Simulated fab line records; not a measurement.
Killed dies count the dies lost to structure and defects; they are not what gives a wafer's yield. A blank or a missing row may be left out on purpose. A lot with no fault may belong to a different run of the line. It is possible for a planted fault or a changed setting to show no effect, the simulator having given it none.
Chamber matching + flow nand-harc + cmp-01 running NHARC_P_M0_CMP_23: 4 sister chambers
The step polishes, t overpolish 20 s, target thk 117.53 nm. 14 wafers are shown with their chamber, then 7 later ones without.

== WAFERS PAIRED WITH THEIR CHAMBERS ==
| wafer  | chamber | motor-current-A (A) | time-to-endpoint-s (s) | retaining-ring-pressure-frac |
|--------|---------|---------------------|------------------------|------------------------------|
| L076.2 | 3       | 16.5                | 25.1                   | 0.998                        |
| L076.4 | 0       | 11.5                | 26.7                   | 1.001                        |
| L076.6 | 1       | 11.7                | 29.1                   | 0.993                        |
| L081.1 | 2       | 12.7                | 29.7                   | 1.003                        |
| L081.5 | 3       | 16.3                | 26.3                   | 0.997                        |
| L081.6 | 2       | 12.1                | 26.4                   | 1.008                        |
| L084.1 | 3       | 16.4                | 24.2                   | 1.002                        |
| L084.4 | 2       | 13.0                | 26.0                   | 0.999                        |
| L084.6 | 1       | 11.4                | 26.8                   | 0.998                        |
| L089.3 | 2       | 12.4                | 25.9                   | 0.991                        |
| L089.4 | 1       | 11.4                | 27.5                   | 1.002                        |
| L089.6 | 2       | 12.9                | 32.7                   | 0.999                        |
| L088.3 | 1       | 11.4                | 26.8                   | 0.996                        |
| L088.4 | 0       | 11.2                | 28.0                   | 1.008                        |

SIGNATURES (averages over the wafers above)
| reading                      | chamber 0 | chamber 1 | chamber 2 | chamber 3 | scatter within a chamber |
|------------------------------|-----------|-----------|-----------|-----------|--------------------------|
| motor-current-A              | 11.350    | 11.475    | 12.620    | 16.400    | 0.261                    |
| time-to-endpoint-s           | 27.350    | 27.550    | 28.140    | 25.200    | 2.06                     |
| retaining-ring-pressure-frac | 1.00450   | 0.99725   | 1.00000   | 0.99900   | 0.00487                  |
Rule: distance of a wafer from a chamber = root of the sum over the readings of ((wafer's reading minus chamber's mean) / reading's scatter) squared. If the next closest chamber is less than 2 further off than the closest, the wafer can't be placed; otherwise it belongs to the closest. The scatter: take each reading less its chamber's mean, square it, sum over the shown wafers, divide by the number of wafers less the number of chambers, and take the root.

== WAFERS MISSING THEIR CHAMBER ==
| wafer  | motor-current-A (A) | time-to-endpoint-s (s) | retaining-ring-pressure-frac |
|--------|---------------------|------------------------|------------------------------|
| L088.5 | 16.4                | 29.7                   | 0.998                        |
| L091.1 | 11.5                | 28.5                   | 0.999                        |
| L091.3 | 11.2                | 27.9                   | 1.000                        |
| L091.6 | 15.7                | 28.9                   | 0.998                        |
| L093.1 | 16.9                | 29.9                   | 1.000                        |
| L093.2 | 12.0                | 32.5                   | 0.997                        |
| L093.4 | 12.8                | 30.2                   | 0.996                        |

== WHICH CHAMBER EACH ONE RAN IN ==
| wafer  | from the rows above          | in truth |
|--------|------------------------------|----------|
| L088.5 | 3                            | 3        |
| L091.1 | can't be placed: 1 or 0      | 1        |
| L091.3 | can't be placed: 0 or 1      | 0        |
| L091.6 | 3                            | 3        |
| L093.1 | 3                            | 3        |
| L093.2 | can't be placed: 1 or 2 or 0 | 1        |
| L093.4 | 2                            | 2        |
4 of 7 placed correctly. Unplaceable from these rows: 3, with the true chamber sitting among the candidates in 3. Number placed wrongly: 0.
